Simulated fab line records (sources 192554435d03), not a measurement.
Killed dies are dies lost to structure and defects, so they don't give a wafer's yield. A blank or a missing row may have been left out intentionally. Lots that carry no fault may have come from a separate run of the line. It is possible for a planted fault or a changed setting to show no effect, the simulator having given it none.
Chamber matching | flow n5-finfet | N5_SDB_CMP_30 on cmp-03: 4 sister chambers
The step polishes, stops on poly-Si, t overpolish 1.54 s, target thk 30 nm. 8 wafers are shown with their chamber, then 8 later ones without.

## EACH WAFER AND ITS CHAMBER
wafer  | chamber | motor-current-A (A) | time-to-endpoint-s (s)
L079.5 | 0       | 13.3                | 14.7
L080.3 | 1       | 13.5                | 11.6
L080.4 | 0       | 13.3                | 13.7
L080.6 | 3       | 12.3                | 14.2
L083.2 | 2       | 11.7                | 13.3
L083.5 | 2       | 11.9                | 15.0
L083.6 | 1       | 13.4                | 14.1
L084.1 | 3       | 12.4                | 19.0

## WAFERS WHOSE CHAMBER IS MISSING
wafer  | motor-current-A (A) | time-to-endpoint-s (s)
L084.3 | 12.3                | 11.9
L084.5 | 13.0                | 15.0
L088.2 | 12.9                | 13.9
L088.5 | 12.4                | 14.3
L088.6 | 12.9                | 16.4
L095.1 | 13.3                | 14.8
L095.3 | 12.4                | 11.6
L095.4 | 12.6                | 14.0

## EACH ONE'S CHAMBER
wafer  | from the rows above          | in truth
L084.3 | 3                            | 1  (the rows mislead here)
L084.5 | can't be placed: 0 or 1      | 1
L088.2 | can't be placed: 0 or 1 or 3 | 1
L088.5 | 3                            | 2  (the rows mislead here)
L088.6 | can't be placed: 0 or 3 or 1 | 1
L095.1 | can't be placed: 0 or 1      | 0
L095.3 | 3                            | 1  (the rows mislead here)
L095.4 | 3                            | 3
Placed correctly: 1 of 8. Not placeable from these rows: 4 (in 4, the candidates include the true chamber). Wrongly placed: 3.
How it was worked out, from the rows above alone: a wafer's distance from a chamber is the root of the sum, over the readings, of the square of ((its reading less the chamber's mean) divided by the reading's scatter). The wafer belongs to the nearest chamber; if the next one is less than 2 further off, it can't be placed. Each chamber's mean is taken over the wafers shown for it. The scatter: the root of (the sum of the squares of (reading less its chamber's mean) over the shown wafers, divided by (wafers less chambers)).
